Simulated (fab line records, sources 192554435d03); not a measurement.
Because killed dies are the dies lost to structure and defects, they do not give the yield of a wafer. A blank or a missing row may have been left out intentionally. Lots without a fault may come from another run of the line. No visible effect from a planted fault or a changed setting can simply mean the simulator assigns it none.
Which of the tools did it? || flow n5-finfet || at 1 step of a route of 1938, 10 lots with 26 wafers sampled

## WHAT THE GAUGES READ, wafer by wafer
N5_BEOL_M4_RC_MEAS_101. Usual: DIBL_N 36.3 mV/V, standard deviation 2.2; DIBL_P 36.0 mV/V, standard deviation 2.4; IOFF_N 0.16 nA/um, standard deviation 0.042; IOFF_P 0.22 nA/um, standard deviation 0.041; ION_N 672 uA/um, standard deviation 14; ION_P 462 uA/um, standard deviation 7.9; SS_N 71.7 mV/dec, standard deviation 0.76; SS_P 73.3 mV/dec, standard deviation 0.72; VT_N 250 mV, standard deviation 3.6; VT_P -249 mV, standard deviation 3.
{"lot": "L607", "measured": "day 8 11:30", "on": "prober-02", "DIBL_N (mV/V)": "34.8 38.0 36.3", "DIBL_P (mV/V)": "35.2 37.8 36.1", "IOFF_N (nA/um)": "0.15 0.21 0.17", "IOFF_P (nA/um)": "0.20 0.26 0.22", "ION_N (uA/um)": "679 687 689", "ION_P (uA/um)": "465 464 465", "SS_N (mV/dec)": "70.7 72.2 71.3", "SS_P (mV/dec)": "72.5 74.1 73.2", "VT_N (mV)": "251 248 249", "VT_P (mV)": "-251 -249 -251", "flag": ""}
{"lot": "L608", "measured": "day 8 12:30", "on": "prober-01", "DIBL_N (mV/V)": "34.9 34.7 34.9", "DIBL_P (mV/V)": "34.5 34.2 34.7", "IOFF_N (nA/um)": "0.14 0.14 0.15", "IOFF_P (nA/um)": "0.20 0.20 0.20", "ION_N (uA/um)": "668 670 678", "ION_P (uA/um)": "463 463 467", "SS_N (mV/dec)": "72.2 71.0 71.4", "SS_P (mV/dec)": "73.3 73.2 73.4", "VT_N (mV)": "249 249 247", "VT_P (mV)": "-248 -250 -246", "flag": ""}
{"lot": "L617", "measured": "day 11 03:35", "on": "prober-02", "DIBL_N (mV/V)": "36.1 36.4", "DIBL_P (mV/V)": "35.9 36.5", "IOFF_N (nA/um)": "0.17 0.17", "IOFF_P (nA/um)": "0.22 0.23", "ION_N (uA/um)": "662 650", "ION_P (uA/um)": "457 448", "SS_N (mV/dec)": "71.7 72.5", "SS_P (mV/dec)": "73.2 73.4", "VT_N (mV)": "249 250", "VT_P (mV)": "-250 -252", "flag": ""}
{"lot": "L620", "measured": "day 11 09:59", "on": "prober-02", "DIBL_N (mV/V)": "30.9 33.5", "DIBL_P (mV/V)": "30.9 34.2", "IOFF_N (nA/um)": "0.10 0.14", "IOFF_P (nA/um)": "0.18 0.22", "ION_N (uA/um)": "655 668", "ION_P (uA/um)": "463 464", "SS_N (mV/dec)": "70.6 70.8", "SS_P (mV/dec)": "72.4 72.4", "VT_N (mV)": "256 252", "VT_P (mV)": "-248 -246", "flag": ""}
{"lot": "L618", "measured": "day 11 12:07", "on": "prober-02", "DIBL_N (mV/V)": "36.8 35.8", "DIBL_P (mV/V)": "36.9 34.2", "IOFF_N (nA/um)": "0.16 0.12", "IOFF_P (nA/um)": "0.25 0.20", "ION_N (uA/um)": "674 643", "ION_P (uA/um)": "469 445", "SS_N (mV/dec)": "72.6 72.1", "SS_P (mV/dec)": "73.8 73.2", "VT_N (mV)": "249 255", "VT_P (mV)": "-247 -250", "flag": ""}
{"lot": "L622", "measured": "day 12 05:41", "on": "prober-01", "DIBL_N (mV/V)": "35.7 37.2", "DIBL_P (mV/V)": "35.3 37.2", "IOFF_N (nA/um)": "0.14 0.17", "IOFF_P (nA/um)": "0.18 0.20", "ION_N (uA/um)": "650 662", "ION_P (uA/um)": "445 460", "SS_N (mV/dec)": "71.6 72.2", "SS_P (mV/dec)": "72.7 73.2", "VT_N (mV)": "253 250", "VT_P (mV)": "-252 -251", "flag": ""}
{"lot": "L624", "measured": "day 14 01:11", "on": "prober-01", "DIBL_N (mV/V)": "37.3 38.0 33.8", "DIBL_P (mV/V)": "39.3 39.8 34.4", "IOFF_N (nA/um)": "0.20 0.21 0.12", "IOFF_P (nA/um)": "0.30 0.31 0.19", "ION_N (uA/um)": "689 692 661", "ION_P (uA/um)": "482 476 460", "SS_N (mV/dec)": "70.9 72.5 70.5", "SS_P (mV/dec)": "74.7 74.0 72.2", "VT_N (mV)": "244 245 252", "VT_P (mV)": "-241 -244 -249", "flag": ""}
{"lot": "L627", "measured": "day 14 04:40", "on": "prober-01", "DIBL_N (mV/V)": "39.2 38.6 38.5", "DIBL_P (mV/V)": "37.0 38.2 37.3", "IOFF_N (nA/um)": "0.23 0.20 0.20", "IOFF_P (nA/um)": "0.21 0.22 0.21", "ION_N (uA/um)": "668 685 688", "ION_P (uA/um)": "447 460 454", "SS_N (mV/dec)": "74.3 72.2 72.5", "SS_P (mV/dec)": "73.7 73.6 73.6", "VT_N (mV)": "251 249 250", "VT_P (mV)": "-253 -251 -250", "flag": ""}
{"lot": "L628", "measured": "day 14 21:55", "on": "prober-02", "DIBL_N (mV/V)": "36.6 34.5 33.8", "DIBL_P (mV/V)": "36.4 35.3 34.7", "IOFF_N (nA/um)": "0.15 0.13 0.11", "IOFF_P (nA/um)": "0.18 0.18 0.16", "ION_N (uA/um)": "655 664 657", "ION_P (uA/um)": "445 459 453", "SS_N (mV/dec)": "72.2 70.8 70.8", "SS_P (mV/dec)": "73.0 72.3 72.7", "VT_N (mV)": "253 251 255", "VT_P (mV)": "-253 -255 -252", "flag": ""}
{"lot": "L626", "measured": "day 15 06:28", "on": "prober-01", "DIBL_N (mV/V)": "33.2 34.1 33.4", "DIBL_P (mV/V)": "34.8 35.7 34.9", "IOFF_N (nA/um)": "0.14 0.15 0.14", "IOFF_P (nA/um)": "0.19 0.19 0.20", "ION_N (uA/um)": "674 685 672", "ION_P (uA/um)": "468 470 465", "SS_N (mV/dec)": "70.5 71.1 71.2", "SS_P (mV/dec)": "72.9 72.8 72.7", "VT_N (mV)": "251 249 250", "VT_P (mV)": "-251 -251 -250", "flag": ""}

## EACH LOT AND THE TOOL THAT RAN IT (in order: tool; ch and the chambers of the sampled wafers; start)
Before these readings, the record contains no process step.

## AS READ BY THE TOOLS THEMSELVES (means over the sampled wafers that have a number; for cases with no such wafer, the mark the record gives instead)
The record holds no such reading with a usual standard deviation.

## THE ANSWER, worked out from the rows above alone
Rule: take the mean of a lot's wafers that have a number; if it is more than 3 standard deviations from the usual mean, the lot is off. A lot without any number at a reading at which 4 lots or more have one is off too. All remaining lots with rows at the step are treated as sound. First the gauges in route order, then the tools' own readings, where a lot's mean is used as printed above. The first step at which some lot is off is used, and at that step the reading that is off furthest; a lot without a number counts as furthest.
No lot is off at any reading shown: from this, nothing can be told.

## WHAT THE SIMULATOR PUT IN
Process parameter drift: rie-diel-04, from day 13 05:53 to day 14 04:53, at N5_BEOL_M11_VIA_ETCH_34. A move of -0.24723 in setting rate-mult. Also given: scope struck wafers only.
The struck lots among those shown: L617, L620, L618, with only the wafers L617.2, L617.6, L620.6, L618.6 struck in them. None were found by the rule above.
